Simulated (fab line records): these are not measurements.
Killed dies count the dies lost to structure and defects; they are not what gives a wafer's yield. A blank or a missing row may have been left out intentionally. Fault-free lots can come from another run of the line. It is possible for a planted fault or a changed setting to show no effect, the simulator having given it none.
Split-lot experiment || flow n5Finfet || 39 wafers read across 7 lots, on a route 1938 steps long

## THE SPLIT ITSELF
At N5_BEOL_M6_HM_DEP_02 (deposits TiN, target thk 20 nm), the setting targetThkA was moved away from the recipe's 200 angstrom on 18 of the 39 wafers read, by -55.4% to +55.5%. This setting was run at the recipe's value on the other wafers.

## FROM THE SPLIT TO THE READING: what the file shows between them, 4 steps
- N5_BEOL_M6_COAT_59: time 60 s, resist thk 100 nm
- N5_BEOL_M6_COAT_60: time 60 s, resist thk 35 nm
- N5_BEOL_M6_STRIP_68: strips in N2/H2
- N5_BEOL_M6_STRIP_67: strips in CF4

## THE READING
oesProductAu, in a.u., at N5_BEOL_M6_HM_OPEN_17 (chemistry Cl2/BCl3, target TiN, target depth 20 nm, overetch 6 nm). On this fab line, fault-free wafers typically give 0.69 a.u. with a standard deviation of 0.062 a.u.

{"wafer": "L075.1", "tool, chamber at the split": "pvdSputter-01, -", "targetThkA as run, angstrom": 89.3, "against the recipe": "-55.4%", "oesProductAu, a.u.": 0.47, "against lot-mates on the recipe": -0.23}
{"wafer": "L075.2", "tool, chamber at the split": "pvdSputter-01, -", "targetThkA as run, angstrom": 89.3, "against the recipe": "-55.4%", "oesProductAu, a.u.": 0.50, "against lot-mates on the recipe": -0.20}
{"wafer": "L075.3", "tool, chamber at the split": "pvdSputter-01, -", "targetThkA as run, angstrom": 200, "against the recipe": "recipe", "oesProductAu, a.u.": 0.66, "against lot-mates on the recipe": "-"}
{"wafer": "L075.4", "tool, chamber at the split": "pvdSputter-01, -", "targetThkA as run, angstrom": 200, "against the recipe": "recipe", "oesProductAu, a.u.": 0.73, "against lot-mates on the recipe": "-"}
{"wafer": "L075.5", "tool, chamber at the split": "pvdSputter-01, -", "targetThkA as run, angstrom": 89.3, "against the recipe": "-55.4%", "oesProductAu, a.u.": 0.46, "against lot-mates on the recipe": -0.24}
{"wafer": "L075.6", "tool, chamber at the split": "pvdSputter-01, -", "targetThkA as run, angstrom": 200, "against the recipe": "recipe", "oesProductAu, a.u.": 0.72, "against lot-mates on the recipe": "-"}
{"wafer": "L078.1", "tool, chamber at the split": "pvdSputter-01, -", "targetThkA as run, angstrom": 132.7, "against the recipe": "-33.7%", "oesProductAu, a.u.": 0.54, "against lot-mates on the recipe": -0.14}
{"wafer": "L078.2", "tool, chamber at the split": "pvdSputter-01, -", "targetThkA as run, angstrom": 132.7, "against the recipe": "-33.7%", "oesProductAu, a.u.": 0.58, "against lot-mates on the recipe": -0.10}
{"wafer": "L078.3", "tool, chamber at the split": "pvdSputter-01, -", "targetThkA as run, angstrom": 200, "against the recipe": "recipe", "oesProductAu, a.u.": 0.66, "against lot-mates on the recipe": "-"}
{"wafer": "L078.4", "tool, chamber at the split": "pvdSputter-01, -", "targetThkA as run, angstrom": 200, "against the recipe": "recipe", "oesProductAu, a.u.": 0.72, "against lot-mates on the recipe": "-"}
{"wafer": "L078.5", "tool, chamber at the split": "pvdSputter-01, -", "targetThkA as run, angstrom": 200, "against the recipe": "recipe", "oesProductAu, a.u.": 0.66, "against lot-mates on the recipe": "-"}
{"wafer": "L078.6", "tool, chamber at the split": "pvdSputter-01, -", "targetThkA as run, angstrom": 132.7, "against the recipe": "-33.7%", "oesProductAu, a.u.": 0.59, "against lot-mates on the recipe": -0.09}
{"wafer": "L079.1", "tool, chamber at the split": "pvdSputter-02, -", "targetThkA as run, angstrom": 200, "against the recipe": "recipe", "oesProductAu, a.u.": 0.68, "against lot-mates on the recipe": "-"}
{"wafer": "L079.2", "tool, chamber at the split": "pvdSputter-02, -", "targetThkA as run, angstrom": 311, "against the recipe": "+55.5%", "oesProductAu, a.u.": 0.87, "against lot-mates on the recipe": "+0.20"}
{"wafer": "L079.3", "tool, chamber at the split": "pvdSputter-02, -", "targetThkA as run, angstrom": 200, "against the recipe": "recipe", "oesProductAu, a.u.": 0.67, "against lot-mates on the recipe": "-"}
{"wafer": "L079.4", "tool, chamber at the split": "pvdSputter-02, -", "targetThkA as run, angstrom": 311, "against the recipe": "+55.5%", "oesProductAu, a.u.": 0.87, "against lot-mates on the recipe": "+0.20"}
{"wafer": "L079.5", "tool, chamber at the split": "pvdSputter-02, -", "targetThkA as run, angstrom": 311, "against the recipe": "+55.5%", "oesProductAu, a.u.": 0.87, "against lot-mates on the recipe": "+0.20"}
{"wafer": "L079.6", "tool, chamber at the split": "pvdSputter-02, -", "targetThkA as run, angstrom": 200, "against the recipe": "recipe", "oesProductAu, a.u.": 0.67, "against lot-mates on the recipe": "-"}
{"wafer": "L082.1", "tool, chamber at the split": "pvdSputter-02, -", "targetThkA as run, angstrom": 247, "against the recipe": "+23.5%", "oesProductAu, a.u.": 0.74, "against lot-mates on the recipe": "+0.04"}
{"wafer": "L082.2", "tool, chamber at the split": "pvdSputter-02, -", "targetThkA as run, angstrom": 200, "against the recipe": "recipe", "oesProductAu, a.u.": 0.71, "against lot-mates on the recipe": "-"}
{"wafer": "L082.3", "tool, chamber at the split": "pvdSputter-02, -", "targetThkA as run, angstrom": 247, "against the recipe": "+23.5%", "oesProductAu, a.u.": 0.74, "against lot-mates on the recipe": "+0.04"}
{"wafer": "L082.4", "tool, chamber at the split": "pvdSputter-02, -", "targetThkA as run, angstrom": 200, "against the recipe": "recipe", "oesProductAu, a.u.": 0.72, "against lot-mates on the recipe": "-"}
{"wafer": "L082.5", "tool, chamber at the split": "pvdSputter-02, -", "targetThkA as run, angstrom": 200, "against the recipe": "recipe", "oesProductAu, a.u.": 0.66, "against lot-mates on the recipe": "-"}
{"wafer": "L082.6", "tool, chamber at the split": "pvdSputter-02, -", "targetThkA as run, angstrom": 247, "against the recipe": "+23.5%", "oesProductAu, a.u.": 0.79, "against lot-mates on the recipe": "+0.09"}
{"wafer": "L083.1", "tool, chamber at the split": "pvdSputter-03, -", "targetThkA as run, angstrom": 254.1, "against the recipe": "+27.0%", "oesProductAu, a.u.": 0.88, "against lot-mates on the recipe": "+0.11"}
{"wafer": "L083.2", "tool, chamber at the split": "pvdSputter-03, -", "targetThkA as run, angstrom": 254.1, "against the recipe": "+27.0%", "oesProductAu, a.u.": 0.88, "against lot-mates on the recipe": "+0.11"}
{"wafer": "L083.3", "tool, chamber at the split": "pvdSputter-03, -", "targetThkA as run, angstrom": 200, "against the recipe": "recipe", "oesProductAu, a.u.": 0.76, "against lot-mates on the recipe": "-"}
{"wafer": "L083.4", "tool, chamber at the split": "pvdSputter-03, -", "targetThkA as run, angstrom": 254.1, "against the recipe": "+27.0%", "oesProductAu, a.u.": 0.88, "against lot-mates on the recipe": "+0.11"}
{"wafer": "L083.5", "tool, chamber at the split": "pvdSputter-03, -", "targetThkA as run, angstrom": 200, "against the recipe": "recipe", "oesProductAu, a.u.": 0.77, "against lot-mates on the recipe": "-"}
{"wafer": "L083.6", "tool, chamber at the split": "pvdSputter-03, -", "targetThkA as run, angstrom": 200, "against the recipe": "recipe", "oesProductAu, a.u.": 0.78, "against lot-mates on the recipe": "-"}
{"wafer": "L091.1", "tool, chamber at the split": "pvdSputter-02, -", "targetThkA as run, angstrom": 200, "against the recipe": "recipe", "oesProductAu, a.u.": 0.72, "against lot-mates on the recipe": "-"}
{"wafer": "L091.2", "tool, chamber at the split": "pvdSputter-02, -", "targetThkA as run, angstrom": 200, "against the recipe": "recipe", "oesProductAu, a.u.": 0.65, "against lot-mates on the recipe": "-"}
{"wafer": "L091.3", "tool, chamber at the split": "pvdSputter-02, -", "targetThkA as run, angstrom": 122.8, "against the recipe": "-38.6%", "oesProductAu, a.u.": 0.52, "against lot-mates on the recipe": -0.16}
{"wafer": "L091.4", "tool, chamber at the split": "pvdSputter-02, -", "targetThkA as run, angstrom": 122.8, "against the recipe": "-38.6%", "oesProductAu, a.u.": 0.57, "against lot-mates on the recipe": -0.11}
{"wafer": "L091.5", "tool, chamber at the split": "pvdSputter-02, -", "targetThkA as run, angstrom": 200, "against the recipe": "recipe", "oesProductAu, a.u.": 0.66, "against lot-mates on the recipe": "-"}
{"wafer": "L091.6", "tool, chamber at the split": "pvdSputter-02, -", "targetThkA as run, angstrom": 122.8, "against the recipe": "-38.6%", "oesProductAu, a.u.": 0.57, "against lot-mates on the recipe": -0.11}
{"wafer": "L095.2", "tool, chamber at the split": "pvdSputter-03, -", "targetThkA as run, angstrom": 200, "against the recipe": "recipe", "oesProductAu, a.u.": 0.66, "against lot-mates on the recipe": "-"}
{"wafer": "L095.3", "tool, chamber at the split": "pvdSputter-03, -", "targetThkA as run, angstrom": 200, "against the recipe": "recipe", "oesProductAu, a.u.": 0.66, "against lot-mates on the recipe": "-"}
{"wafer": "L095.6", "tool, chamber at the split": "pvdSputter-03, -", "targetThkA as run, angstrom": 200, "against the recipe": "recipe", "oesProductAu, a.u.": 0.71, "against lot-mates on the recipe": "-"}

FIT RESULTS
A straight line over all 39 wafers: oesProductAu changes by +0.00378 a.u. for each +1% of targetThkA; r = +0.93; the points scatter about the line by 0.042 a.u.
The same after taking each lot's own level away (the mean of its wafers on the recipe; 39 wafers): +0.00361 a.u. for each +1%; r = +0.97; scatter 0.025 a.u.
Per that fit: largest targetThkA move, reading shift of 0.2 a.u.
From 0.673 to 0.770 a.u.: that is the span of the lots' own levels, equal to 1.6 times the standard deviation above.
Consequently the slope shifts little with the lot-to-lot level, the two slopes agreeing.
Check: for one of the wafers moved furthest among these (+55.5%), held out of the fit, the line's prediction against its lot-mates is +0.2 a.u. Against them it came out at +0.197 a.u.

## THE WHOLE CHAIN: every reading that the file lists as answering this split, in the file's order
{"step": "N5_BEOL_M6_HM_DEP_02", "what it does": "deposits TiN, target thk 20 nm", "reading": "TiN_of_BEOL_M6_HM_DEP_02.thkNm (the simulator's own value, which no gauge read)", "change (the file's fit)": "+0.199 nm for each +1% of the setting", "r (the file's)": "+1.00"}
{"step": "N5_BEOL_M6_HM_OPEN_17", "what it does": "chemistry Cl2/BCl3, target TiN, target depth 20 nm, overetch 6 nm", "reading": "oesProductAu", "change (the file's fit)": "+0.00366 a.u. for each +1% of the setting", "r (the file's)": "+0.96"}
{"step": "N5_BEOL_M6_HM_OPEN_17", "what it does": "chemistry Cl2/BCl3, target TiN, target depth 20 nm, overetch 6 nm", "reading": "etch.depthNm (the simulator's own value, which no gauge read)", "change (the file's fit)": "+0.172 nm for each +1% of the setting", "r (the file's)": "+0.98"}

## FILE'S OWN FIT
oesProductAu changes by +0.00366 a.u. for each +1% of targetThkA, r = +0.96.
